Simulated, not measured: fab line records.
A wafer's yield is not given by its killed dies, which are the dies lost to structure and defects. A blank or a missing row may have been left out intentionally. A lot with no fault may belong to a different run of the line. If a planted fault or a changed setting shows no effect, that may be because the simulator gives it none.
Problem report, 8D (eight disciplines) form, completed by code ; flow n5 finfet ; the parts of the form that need people (team, actions taken, sign-off) are left out

1. THE PROBLEM
Wafers without a fault read 259, standard deviation 74; raw defect count at N5_FIN_SAQP_INSPECT_40 reads a mean of 848 on 2 wafers belonging to 2 lots. Relative to the usual mean, that is a shift of +8.0 standard deviations.
The step: inspects for defects (brightfield).
The first sign was on wafer L796.2 at day 5 20:43, on defect inspect-01. At this step, 24 wafers from 8 lots have a number in the record. Rule for "out", or "out of limits": more than 4 standard deviations from the usual mean. The rest of the wafers with a number are treated as sound.

2. WHAT IT IS, AND WHAT IT ISN'T
question;is;is not
which readings at this step;raw defect count;-
which lots;L796, L800;L781, L783, L785, L786, L793, L794
which wafers of those lots;L796.2, L800.2;L796.5, L796.6, L800.1, L800.4
read on which gauges;defect inspect-01;defect inspect-02
when;from day 5 20:43;"up to then (20 sound wafers); but 2 sound wafers of L800 came after"

3. SUSPECTS, AND WHAT RULES EACH OUT
Counting: if a tool at a process step up to the reading ran every lot that is out, it stays a suspect. Sound lots after the first of them don't rule it out here, since some wafers of a struck lot are sound.
- ruled out: the gauge at N5_FIN_SAQP_INSPECT_40. All the wafers that are out were read on defect inspect-01, but those of them that N5_FIN_CUT_INSPECT_10 has rows for are out there too, on other tools.
- rie si-06 at N5_FIN_SAQP_ETCH_65 (etches SiO2 in CF4, target depth 4 nm, time 4.4 s): kept. Ran every lot that is out, first one L796 (day 5 18:14); last sound lot up to then L794 (day 5 09:21).
- vapor etch-02 at N5_FIN_SAQP_RECESS_63 (chemistry HF/NH3, target SiO2, target depth 18 nm, afs cycles 3, sublimation time 60 s): kept. Ran every lot that is out, first one L796 (day 5 18:21); last sound lot up to then L794 (day 5 09:28).
- At N5_FIN_SAQP_ETCH_65, inside rie si-06: chamber 0 took the wafers that are out, while their sound lot-mates went through chambers 1, 2, 3.
The count leaves vapor etch-02 at N5_FIN_SAQP_RECESS_63 and rie si-06 at N5_FIN_SAQP_ETCH_65.

4. THE CAUSE (what the simulator had put in)
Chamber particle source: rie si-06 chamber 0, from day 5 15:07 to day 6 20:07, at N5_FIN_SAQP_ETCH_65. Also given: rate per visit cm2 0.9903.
Counting leaves 2 suspects; this tool is one of them.

5. SEQUENCE OF EFFECTS, ordered by route
Each row: a reading whose mean over the struck wafers that have a number lies more than 3 standard deviations from the usual. Readings are gone through only where the record gives a usual standard deviation; hours: the median, over the lots, of the time from a lot's start at the first step in this table giving one to that lot's start at this step; sigmas: the change measured in usual standard deviations.
hours;step;reading;usual;on struck wafers;change;sigmas
0;N5_FIN_SAQP_INSPECT_40;raw defect count;259;848;+588;+8.0
0;N5_FIN_CUT_INSPECT_10;raw defect count;47;647;+600;+46
1;N5_FIN_CUT_INSPECT_17;raw defect count;267;832;+565;+7.0
266;N5_PASSIVATION_PROBE_49;killed at front end;43;101;+58;+4.5
266;N5_PASSIVATION_PROBE_49;sort_bin_5_function;5.2 %;7.9;+2.7;+3.0
The process steps in it:
- N5_PASSIVATION_PROBE_49
Later measuring or inspecting steps at which every struck wafer that the step has a row for has a number for every such reading, and none has moved that far: N5_BEOL_M4_RC_MEAS_101.

6. HOW IT WOULD HAVE BEEN CAUGHT EARLIER
The first out-of-limits reading at a measuring or inspecting step in this record came at day 5 20:43, 6 hours after the fault's start at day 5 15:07.
An alarm limit of 4 standard deviations would not have fired on the tool readings at N5_FIN_SAQP_ETCH_65 for which the record gives a usual standard deviation, since none of them was out on any struck wafer.
Lots out: 2; of these, L800 started N5_FIN_SAQP_ETCH_65 on rie si-06 after day 5 20:43. Putting the tool on hold at that point would have spared it.
